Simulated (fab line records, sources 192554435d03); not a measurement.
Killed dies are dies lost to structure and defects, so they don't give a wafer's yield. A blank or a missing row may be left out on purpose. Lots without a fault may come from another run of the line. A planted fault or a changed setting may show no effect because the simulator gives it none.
Chamber matching | flow n5_finfet | N5_BEOL_M1_ETCHBACK_99 on rie_diel-03: 4 sister chambers
The step etches SiO2 in CHF3, target depth 5 nm, time 10.4 s. 4 wafers are shown with their chamber, then 7 later ones without.

WAFERS WITH THEIR CHAMBER
wafer  | chamber | showerhead_plenum_p_Torr (Torr)
L720.1 | 1       | 2.15
L726.2 | 0       | 2.06
L726.4 | 2       | 2.20
L734.5 | 3       | 2.13

WAFERS WITHOUT THEIR CHAMBER
wafer  | showerhead_plenum_p_Torr (Torr)
L734.6 | 2.20
L739.1 | 2.13
L739.2 | 2.13
L739.5 | 2.13
L740.3 | 2.13
L740.4 | 2.13
L740.5 | 2.05

WHICH CHAMBER EACH WENT THROUGH
wafer  | from the rows above | in truth
L734.6 | 2                   | 2
L739.1 | 3                   | 3
L739.2 | 3                   | 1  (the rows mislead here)
L739.5 | 3                   | 3
L740.3 | 3                   | 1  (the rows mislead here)
L740.4 | 3                   | 3
L740.5 | 0                   | 0
Placed correctly: 5 of 7. Can't be placed from these rows: 0. Placed wrongly: 2.
How it was worked out, from the rows above alone: a wafer's distance from a chamber is the root of the sum, over the readings, of the square of ((its reading less the chamber's mean) divided by the reading's scatter). The wafer belongs to the nearest chamber; if the next one is less than 2 further off, it can't be placed. A chamber's mean is the mean of its shown wafers. The scatter: with one shown wafer a chamber, the root of the mean of the squares of how far each hidden wafer lies from its nearest shown one.
